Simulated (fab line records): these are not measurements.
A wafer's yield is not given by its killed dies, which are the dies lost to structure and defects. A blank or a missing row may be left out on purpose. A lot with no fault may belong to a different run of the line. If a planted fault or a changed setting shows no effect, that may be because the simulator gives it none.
fab line records / flow nand_harc
[record] lots = 6 wafers = 18 last_day = 23
route steps=1159 shown A_SOURCE_PLATE@418 A_ONON_D1@424 END@1159
lots that met no fault: taken from a fault-free run of the same line
start_h: hours from the record's first day to the start of the lot's first wafer shown / wait_h: hours since the lot's step before / " as in the row above / L1.1+2: a row that stands for several wafers / - value missing, or start not given / * or withheld: withheld / < > ~ a bound
route shown NAME@n: NAME is a module with steps in the file, n the number in the route of the first one / usual: the fault-free wafers' mean and standard deviation / same: alike in all rows / chamber/n: place in a boat / sites: each site's reading / _std_site: standard deviation across them / _edge_site: inner sites' mean taken away from outer sites' mean / radius_mm: how far each site lies from the wafer's centre / mask NAME#n: copy n / behind: the tool/chamber that last shaped the wafer / hold: cause of the lot's hold/its duration in hours/its outcome / device: the transistor (n, p or np) that didn't switch / end of line: the tests these same wafers got at the end of their route / a step with no rows: only its recipe / killed: dies that structure and defects cost at the first sort, which is not the same as the wafer's yield / map: a wafer's dies, marking killed ones x, the rest . and places with no die _
set.NAME: the setting that was run; set.NAME@STEP: the one run at that earlier step / model.NAME: the simulator's own value behind a step, which no gauge read
lots at some steps of the route; a table a step, a row a wafer
services: from which hour (start_h, from the record's first day; less than 0 if before it) a tool's chamber was out of use, for how many hours, and why
[[steps]]
[step NHARC_A_SOURCE_PLATE_CVD_03]
[recipe] target_thk_a = 2000 temp_c = 620 pressure_mtorr = 200 time_s = 4000 material = poly-Si
[step NHARC_A_SOURCE_PLATE_ANNEAL_05]
[recipe] temp_c = 850 time_s = 1800
[step NHARC_A_SOURCE_PLATE_THK_MEAS_06]
[recipe] thk_meas_gauge = ellipsometry
[usual] thk_nm = 200.1/2.2
lot.wafer=L416.2 tool=film_metro-02 chamber=- start_h=173.44 wait_h=0.4 thk_nm=201.6
lot.wafer=L416.3 tool=film_metro-02 chamber=- start_h=173.44 wait_h=0.4 thk_nm=201.1
lot.wafer=L416.4 tool=film_metro-02 chamber=- start_h=173.44 wait_h=0.4 thk_nm=203.6
lot.wafer=L417.2 tool=film_metro-02 chamber=- start_h=182.98 wait_h=0.4 thk_nm=202.7
lot.wafer=L417.3 tool=film_metro-02 chamber=- start_h=182.98 wait_h=0.4 thk_nm=200.4
lot.wafer=L417.6 tool=film_metro-02 chamber=- start_h=182.98 wait_h=0.4 thk_nm=200.4
lot.wafer=L421.1 tool=film_metro-02 chamber=- start_h=211.60 wait_h=0.4 thk_nm=201.0
lot.wafer=L421.3 tool=film_metro-02 chamber=- start_h=211.60 wait_h=0.4 thk_nm=199.8
lot.wafer=L421.4 tool=film_metro-02 chamber=- start_h=211.60 wait_h=0.4 thk_nm=200.3
lot.wafer=L423.2 tool=film_metro-02 chamber=- start_h=215.21 wait_h=0.4 thk_nm=200.2
lot.wafer=L423.4 tool=film_metro-02 chamber=- start_h=215.21 wait_h=0.4 thk_nm=200.5
lot.wafer=L423.5 tool=film_metro-02 chamber=- start_h=215.21 wait_h=0.4 thk_nm=201.5
lot.wafer=L429.2 tool=film_metro-01 chamber=- start_h=249.82 wait_h=0.4 thk_nm=200.1
lot.wafer=L429.4 tool=film_metro-01 chamber=- start_h=249.82 wait_h=0.4 thk_nm=198.5
lot.wafer=L429.5 tool=film_metro-01 chamber=- start_h=249.82 wait_h=0.4 thk_nm=198.0
lot.wafer=L430.1 tool=film_metro-02 chamber=- start_h=269.67 wait_h=0.4 thk_nm=198.1
lot.wafer=L430.2 tool=film_metro-02 chamber=- start_h=269.67 wait_h=0.4 thk_nm=200.2
lot.wafer=L430.3 tool=film_metro-02 chamber=- start_h=269.67 wait_h=0.4 thk_nm=199.0
[step NHARC_A_SOURCE_PLATE_INSPECT_08]
[usual] raw_defect_count = 65/28
lot.wafer=L416.2 tool=defect_inspect-02 chamber=- start_h=173.54 wait_h=0.0 raw_defect_count=32
lot.wafer=L416.3 tool=defect_inspect-02 chamber=- start_h=173.54 wait_h=0.0 raw_defect_count=21
lot.wafer=L416.4 tool=defect_inspect-02 chamber=- start_h=173.54 wait_h=0.0 raw_defect_count=37
lot.wafer=L417.2 tool=defect_inspect-01 chamber=- start_h=183.04 wait_h=0.0 raw_defect_count=64
lot.wafer=L417.3 tool=defect_inspect-01 chamber=- start_h=183.04 wait_h=0.0 raw_defect_count=83
lot.wafer=L417.6 tool=defect_inspect-01 chamber=- start_h=183.04 wait_h=0.0 raw_defect_count=57
lot.wafer=L421.1 tool=defect_inspect-02 chamber=- start_h=211.68 wait_h=0.0 raw_defect_count=66
lot.wafer=L421.3 tool=defect_inspect-02 chamber=- start_h=211.68 wait_h=0.0 raw_defect_count=91
lot.wafer=L421.4 tool=defect_inspect-02 chamber=- start_h=211.68 wait_h=0.0 raw_defect_count=51
lot.wafer=L423.2 tool=defect_inspect-01 chamber=- start_h=215.28 wait_h=0.0 raw_defect_count=87
lot.wafer=L423.4 tool=defect_inspect-01 chamber=- start_h=215.28 wait_h=0.0 raw_defect_count=90
lot.wafer=L423.5 tool=defect_inspect-01 chamber=- start_h=215.28 wait_h=0.0 raw_defect_count=98
lot.wafer=L429.2 tool=defect_inspect-01 chamber=- start_h=249.88 wait_h=0.0 raw_defect_count=60
lot.wafer=L429.4 tool=defect_inspect-01 chamber=- start_h=249.88 wait_h=0.0 raw_defect_count=95
lot.wafer=L429.5 tool=defect_inspect-01 chamber=- start_h=249.88 wait_h=0.0 raw_defect_count=27
lot.wafer=L430.1 tool=defect_inspect-02 chamber=- start_h=269.73 wait_h=0.0 raw_defect_count=85
lot.wafer=L430.2 tool=defect_inspect-02 chamber=- start_h=269.73 wait_h=0.0 raw_defect_count=65
lot.wafer=L430.3 tool=defect_inspect-02 chamber=- start_h=269.73 wait_h=0.0 raw_defect_count=54
[step NHARC_A_ONON_D1_DEP_00]
[recipe] target_thk_a = 10000 n2_flow_sccm = 2750 n2o_flow_sccm = 2000 nh3_flow_sccm = 500 sih4_flow_sccm = 210 temp_c = 400
[step NHARC_A_ONON_D1_THK_MEAS_02]
[recipe] thk_meas_gauge = ellipsometry
[usual] thk_nm = 999/9.2
lot.wafer=L416.2 tool=film_metro-01 chamber=- start_h=174.12 wait_h=- thk_nm=999
lot.wafer=L416.3 tool=film_metro-01 chamber=- start_h=174.12 wait_h=- thk_nm=999
lot.wafer=L416.4 tool=film_metro-01 chamber=- start_h=174.12 wait_h=- thk_nm=1000
lot.wafer=L417.2 tool=film_metro-01 chamber=- start_h=183.73 wait_h=- thk_nm=997
lot.wafer=L417.3 tool=film_metro-01 chamber=- start_h=183.73 wait_h=- thk_nm=998
lot.wafer=L417.6 tool=film_metro-01 chamber=- start_h=183.73 wait_h=- thk_nm=998
lot.wafer=L421.1 tool=film_metro-01 chamber=- start_h=212.25 wait_h=- thk_nm=990
lot.wafer=L421.3 tool=film_metro-01 chamber=- start_h=212.25 wait_h=- thk_nm=990
lot.wafer=L421.4 tool=film_metro-01 chamber=- start_h=212.25 wait_h=- thk_nm=989
lot.wafer=L423.2 tool=film_metro-01 chamber=- start_h=215.85 wait_h=- thk_nm=1011
lot.wafer=L423.4 tool=film_metro-01 chamber=- start_h=215.85 wait_h=- thk_nm=1010
lot.wafer=L423.5 tool=film_metro-01 chamber=- start_h=215.85 wait_h=- thk_nm=1011
lot.wafer=L429.2 tool=film_metro-02 chamber=- start_h=250.53 wait_h=- thk_nm=996
lot.wafer=L429.4 tool=film_metro-02 chamber=- start_h=250.53 wait_h=- thk_nm=995
lot.wafer=L429.5 tool=film_metro-02 chamber=- start_h=250.53 wait_h=- thk_nm=995
lot.wafer=L430.1 tool=film_metro-02 chamber=- start_h=270.30 wait_h=- thk_nm=994
lot.wafer=L430.2 tool=film_metro-02 chamber=- start_h=270.30 wait_h=- thk_nm=993
lot.wafer=L430.3 tool=film_metro-02 chamber=- start_h=270.30 wait_h=- thk_nm=993
[step NHARC_A_ONON_D1_DEP_03]
[recipe] target_thk_a = 10000 n2_flow_sccm = 2750 n2o_flow_sccm = 2000 nh3_flow_sccm = 500 sih4_flow_sccm = 210 temp_c = 400
[step NHARC_A_ONON_D1_THK_MEAS_05]
[recipe] thk_meas_gauge = ellipsometry
[usual] thk_nm = 1000/9.8
lot.wafer=L416.2 tool=film_metro-01 chamber=- start_h=174.69 wait_h=- thk_nm=1014
lot.wafer=L416.3 tool=film_metro-01 chamber=- start_h=174.69 wait_h=- thk_nm=1015
lot.wafer=L416.4 tool=film_metro-01 chamber=- start_h=174.69 wait_h=- thk_nm=1016
lot.wafer=L417.2 tool=film_metro-02 chamber=- start_h=184.29 wait_h=- thk_nm=992
lot.wafer=L417.3 tool=film_metro-02 chamber=- start_h=184.29 wait_h=- thk_nm=992
lot.wafer=L417.6 tool=film_metro-02 chamber=- start_h=184.29 wait_h=- thk_nm=993
lot.wafer=L421.1 tool=film_metro-02 chamber=- start_h=212.82 wait_h=- thk_nm=1006
lot.wafer=L421.3 tool=film_metro-02 chamber=- start_h=212.82 wait_h=- thk_nm=1007
lot.wafer=L421.4 tool=film_metro-02 chamber=- start_h=212.82 wait_h=- thk_nm=1006
lot.wafer=L423.2 tool=film_metro-01 chamber=- start_h=216.42 wait_h=- thk_nm=998
lot.wafer=L423.4 tool=film_metro-01 chamber=- start_h=216.42 wait_h=- thk_nm=999
lot.wafer=L423.5 tool=film_metro-01 chamber=- start_h=216.42 wait_h=- thk_nm=997
lot.wafer=L429.2 tool=film_metro-02 chamber=- start_h=251.10 wait_h=- thk_nm=992
lot.wafer=L429.4 tool=film_metro-02 chamber=- start_h=251.10 wait_h=- thk_nm=992
lot.wafer=L429.5 tool=film_metro-02 chamber=- start_h=251.10 wait_h=- thk_nm=992
lot.wafer=L430.1 tool=film_metro-01 chamber=- start_h=270.87 wait_h=- thk_nm=995
lot.wafer=L430.2 tool=film_metro-01 chamber=- start_h=270.87 wait_h=- thk_nm=996
lot.wafer=L430.3 tool=film_metro-01 chamber=- start_h=270.87 wait_h=- thk_nm=995
[step NHARC_A_ONON_D1_DEP_06]
[recipe] target_thk_a = 10000 n2_flow_sccm = 2750 n2o_flow_sccm = 2000 nh3_flow_sccm = 500 sih4_flow_sccm = 210 temp_c = 400
[step NHARC_A_ONON_D1_THK_MEAS_08]
[recipe] thk_meas_gauge = ellipsometry
[usual] thk_nm = 1002/10
lot.wafer=L416.2 tool=film_metro-01 chamber=- start_h=175.26 wait_h=- thk_nm=994
lot.wafer=L416.3 tool=film_metro-01 chamber=- start_h=175.26 wait_h=- thk_nm=994
lot.wafer=L416.4 tool=film_metro-01 chamber=- start_h=175.26 wait_h=- thk_nm=992
lot.wafer=L417.2 tool=film_metro-02 chamber=- start_h=184.86 wait_h=- thk_nm=991
lot.wafer=L417.3 tool=film_metro-02 chamber=- start_h=184.86 wait_h=- thk_nm=992
lot.wafer=L417.6 tool=film_metro-02 chamber=- start_h=184.86 wait_h=- thk_nm=991
lot.wafer=L421.1 tool=film_metro-01 chamber=- start_h=213.38 wait_h=- thk_nm=979
lot.wafer=L421.3 tool=film_metro-01 chamber=- start_h=213.38 wait_h=- thk_nm=977
lot.wafer=L421.4 tool=film_metro-01 chamber=- start_h=213.38 wait_h=- thk_nm=979
lot.wafer=L423.2 tool=film_metro-02 chamber=- start_h=216.99 wait_h=- thk_nm=999
lot.wafer=L423.4 tool=film_metro-02 chamber=- start_h=216.99 wait_h=- thk_nm=999
lot.wafer=L423.5 tool=film_metro-02 chamber=- start_h=216.99 wait_h=- thk_nm=998
lot.wafer=L429.2 tool=film_metro-02 chamber=- start_h=251.67 wait_h=- thk_nm=999
lot.wafer=L429.4 tool=film_metro-02 chamber=- start_h=251.67 wait_h=- thk_nm=1000
lot.wafer=L429.5 tool=film_metro-02 chamber=- start_h=251.67 wait_h=- thk_nm=999
lot.wafer=L430.1 tool=film_metro-01 chamber=- start_h=271.44 wait_h=- thk_nm=1016
lot.wafer=L430.2 tool=film_metro-01 chamber=- start_h=271.44 wait_h=- thk_nm=1016
lot.wafer=L430.3 tool=film_metro-01 chamber=- start_h=271.44 wait_h=- thk_nm=1017
[step NHARC_A_ONON_D1_DEP_09]
[recipe] target_thk_a = 10000 n2_flow_sccm = 2750 n2o_flow_sccm = 2000 nh3_flow_sccm = 500 sih4_flow_sccm = 210 temp_c = 400
lot.wafer=L416.2+3+4 tool=pecvd_onon-04 chamber=0 start_h=175.38 wait_h=0.1
lot.wafer=L417.2+3+6 tool=pecvd_onon-02 chamber=0 start_h=184.98 wait_h=0.1
lot.wafer=L421.1+3+4 tool=pecvd_onon-02 chamber=0 start_h=213.44 wait_h=0.1
lot.wafer=L423.2+4+5 tool=pecvd_onon-02 chamber=0 start_h=217.10 wait_h=0.1
lot.wafer=L429.2+4+5 tool=pecvd_onon-04 chamber=0 start_h=251.78 wait_h=0.1
lot.wafer=L430.1+2+3 tool=pecvd_onon-03 chamber=0 start_h=271.49 wait_h=0.1
[step NHARC_A_ONON_D1_THK_MEAS_11]
[recipe] thk_meas_gauge = ellipsometry
[usual] thk_nm = 998/13
lot.wafer=L416.2 tool=film_metro-02 chamber=- start_h=175.83 wait_h=- thk_nm=1013
lot.wafer=L416.3 tool=film_metro-02 chamber=- start_h=175.83 wait_h=- thk_nm=1012
lot.wafer=L416.4 tool=film_metro-02 chamber=- start_h=175.83 wait_h=- thk_nm=1012
lot.wafer=L417.2 tool=film_metro-02 chamber=- start_h=185.43 wait_h=- thk_nm=988
lot.wafer=L417.3 tool=film_metro-02 chamber=- start_h=185.43 wait_h=- thk_nm=988
lot.wafer=L417.6 tool=film_metro-02 chamber=- start_h=185.43 wait_h=- thk_nm=987
lot.wafer=L421.1 tool=film_metro-02 chamber=- start_h=213.95 wait_h=- thk_nm=1015
lot.wafer=L421.3 tool=film_metro-02 chamber=- start_h=213.95 wait_h=- thk_nm=1516
lot.wafer=L421.4 tool=film_metro-02 chamber=- start_h=213.95 wait_h=- thk_nm=1014
lot.wafer=L423.2 tool=film_metro-01 chamber=- start_h=217.56 wait_h=- thk_nm=1009
lot.wafer=L423.4 tool=film_metro-01 chamber=- start_h=217.56 wait_h=- thk_nm=1009
lot.wafer=L423.5 tool=film_metro-01 chamber=- start_h=217.56 wait_h=- thk_nm=1511
lot.wafer=L429.2 tool=film_metro-02 chamber=- start_h=252.24 wait_h=- thk_nm=978
lot.wafer=L429.4 tool=film_metro-02 chamber=- start_h=252.24 wait_h=- thk_nm=979
lot.wafer=L429.5 tool=film_metro-02 chamber=- start_h=252.24 wait_h=- thk_nm=977
lot.wafer=L430.1 tool=film_metro-02 chamber=- start_h=272.00 wait_h=- thk_nm=993
lot.wafer=L430.2 tool=film_metro-02 chamber=- start_h=272.00 wait_h=- thk_nm=991
lot.wafer=L430.3 tool=film_metro-02 chamber=- start_h=272.00 wait_h=- thk_nm=992
[step NHARC_A_ONON_D1_DEP_12]
[recipe] target_thk_a = 10000 n2_flow_sccm = 2750 n2o_flow_sccm = 2000 nh3_flow_sccm = 500 sih4_flow_sccm = 210 temp_c = 400
[step NHARC_END_SORT_01]
[recipe] temp_c = 25
[usual] killed_at_array = 29/11 killed_at_other = 0.5/0.8 killed_at_periphery = 3.5/2.8 killed_dies = 33/12 killed_open = 3.1/1.8 killed_short = 1.8/1.4
[same] gross_dies = 677
lot.wafer=L421.3 tool=prober-02 chamber=0 start_h=503.68 wait_h=3.1 killed_at_array=669 killed_at_other=0 killed_at_periphery=8 killed_dies=677 killed_open=2 killed_short=0
lot.wafer=L423.5 tool=prober-01 chamber=0 start_h=517.19 wait_h=3.7 killed_at_array=675 killed_at_other=0 killed_at_periphery=2 killed_dies=677 killed_open=5 killed_short=2
lot.wafer=L429.5 tool=prober-02 chamber=0 start_h=545.82 wait_h=3.7 killed_at_array=33 killed_at_other=0 killed_at_periphery=2 killed_dies=35 killed_open=0 killed_short=2
// killed by level:class
L421.3 A_ONON_D1:area_dep=626 A_CHANNEL_HOLE_D1:chamber_film_flake=14 A_SLIT:chamber_film_flake=14 A_CONTACT:chamber_film_flake=4 A_WL_FILL:chamber_film_flake=4 P_ZERO_WELL:chamber_film_flake=3 P_CONTACT:chamber_film_flake=3 A_STAIRCASE:chamber_film_flake=3
L423.5 A_ONON_D1:area_dep=655 A_CHANNEL_HOLE_D1:chamber_film_flake=6 A_CONTACT:chamber_film_flake=4 A_BLC:geometric_particle:open=2 A_STAIRCASE:chamber_film_flake=2 P_GATE:geometric_particle:open=1 P_M0:geometric_particle:short=1 A_CHANNEL_HOLE_D1:geometric_particle:short=1
L429.5 A_CHANNEL_HOLE_D1:chamber_film_flake=15 A_CONTACT:chamber_film_flake=7 A_SLIT:chamber_film_flake=4 A_STAIRCASE:chamber_film_flake=3 A_CHANNEL_FILL_D1:chamber_film_flake=2 P_M2:geometric_particle:short=1 A_CHANNEL_HOLE_D1:geometric_particle:short=1 P_M0:chamber_film_flake=1
// map L421.3 (x killed, . not)
____________x____________
_________xxxxxxx_________
_______xxxxxxxxxxx_______
______xxxxxxxxxxxxx______
_____xxxxxxxxxxxxxxx_____
____xxxxxxxxxxxxxxxxx____
____xxxxxxxxxxxxxxxxx____
___xxxxxxxxxxxxxxxxxxx___
___xxxxxxxxxxxxxxxxxxx___
__xxxxxxxxxxxxxxxxxxxxx__
__xxxxxxxxxxxxxxxxxxxxx__
_xxxxxxxxxxxxxxxxxxxxxxx_
_xxxxxxxxxxxxxxxxxxxxxxx_
_xxxxxxxxxxxxxxxxxxxxxxx_
_xxxxxxxxxxxxxxxxxxxxxxx_
_xxxxxxxxxxxxxxxxxxxxxxx_
xxxxxxxxxxxxxxxxxxxxxxxxx
xxxxxxxxxxxxxxxxxxxxxxxxx
xxxxxxxxxxxxxxxxxxxxxxxxx
xxxxxxxxxxxxxxxxxxxxxxxxx
xxxxxxxxxxxxxxxxxxxxxxxxx
_xxxxxxxxxxxxxxxxxxxxxxx_
_xxxxxxxxxxxxxxxxxxxxxxx_
_xxxxxxxxxxxxxxxxxxxxxxx_
_xxxxxxxxxxxxxxxxxxxxxxx_
_xxxxxxxxxxxxxxxxxxxxxxx_
__xxxxxxxxxxxxxxxxxxxxx__
__xxxxxxxxxxxxxxxxxxxxx__
___xxxxxxxxxxxxxxxxxxx___
___xxxxxxxxxxxxxxxxxxx___
____xxxxxxxxxxxxxxxxx____
____xxxxxxxxxxxxxxxxx____
_____xxxxxxxxxxxxxxx_____
______xxxxxxxxxxxxx______
_______xxxxxxxxxxx_______
_________xxxxxxx_________
____________x____________
// map L423.5 (x killed, . not)
____________x____________
_________xxxxxxx_________
_______xxxxxxxxxxx_______
______xxxxxxxxxxxxx______
_____xxxxxxxxxxxxxxx_____
____xxxxxxxxxxxxxxxxx____
____xxxxxxxxxxxxxxxxx____
___xxxxxxxxxxxxxxxxxxx___
___xxxxxxxxxxxxxxxxxxx___
__xxxxxxxxxxxxxxxxxxxxx__
__xxxxxxxxxxxxxxxxxxxxx__
_xxxxxxxxxxxxxxxxxxxxxxx_
_xxxxxxxxxxxxxxxxxxxxxxx_
_xxxxxxxxxxxxxxxxxxxxxxx_
_xxxxxxxxxxxxxxxxxxxxxxx_
_xxxxxxxxxxxxxxxxxxxxxxx_
xxxxxxxxxxxxxxxxxxxxxxxxx
xxxxxxxxxxxxxxxxxxxxxxxxx
xxxxxxxxxxxxxxxxxxxxxxxxx
xxxxxxxxxxxxxxxxxxxxxxxxx
xxxxxxxxxxxxxxxxxxxxxxxxx
_xxxxxxxxxxxxxxxxxxxxxxx_
_xxxxxxxxxxxxxxxxxxxxxxx_
_xxxxxxxxxxxxxxxxxxxxxxx_
_xxxxxxxxxxxxxxxxxxxxxxx_
_xxxxxxxxxxxxxxxxxxxxxxx_
__xxxxxxxxxxxxxxxxxxxxx__
__xxxxxxxxxxxxxxxxxxxxx__
___xxxxxxxxxxxxxxxxxxx___
___xxxxxxxxxxxxxxxxxxx___
____xxxxxxxxxxxxxxxxx____
____xxxxxxxxxxxxxxxxx____
_____xxxxxxxxxxxxxxx_____
______xxxxxxxxxxxxx______
_______xxxxxxxxxxx_______
_________xxxxxxx_________
____________x____________
[[services]]
tool=pecvd_onon-03 chamber=- start_h=153.00 hours=13.0 kind=pm
tool=pecvd_onon-04 chamber=- start_h=220.87 hours=1.0 kind=repair
tool=pecvd_onon-04 chamber=- start_h=237.00 hours=13.0 kind=pm
[[key]]
[first_sign] step = NHARC_A_ONON_D1_THK_MEAS_11 reading = thk_nm direction = up sigmas = 39 usual = 998 struck = 1514
[effect] step = NHARC_END_SORT_01 reading = killed_at_array direction = up sigmas = 57 usual = 29 struck = 672
[more_kills_born_at] NHARC_A_ONON_D1_DEP_09@pecvd_onon-02 = 1281
met_at NHARC_A_ONON_D1_DEP_09
struck_wafers L421.3,L423.5
later_rows_left_out L421.3,L423.5
tester_left_out L421,L423
onset_between 184.98 213.44
[fault] kind = process_parameter_drift tool = pecvd_onon-02 chamber = - onset_h = 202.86 steps = NHARC_A_ONON_D1_DEP_09 channel = target_thk_a offset = * shape = step end_h = 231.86 scope = struck_wafers_only acts_in = * stated = *
// tester_left_out: of these lots the tester's yield and bins aren't shown, on N5 and GAA mostly nor the transistor test; their killed dies are dies lost to structure and defects alone, not to doping, threshold or leakage, so they don't give the yield
// later_rows_left_out: the simulator's readings of these wafers behind a module that went badly wrong aren't trusted and aren't shown, but for the sort
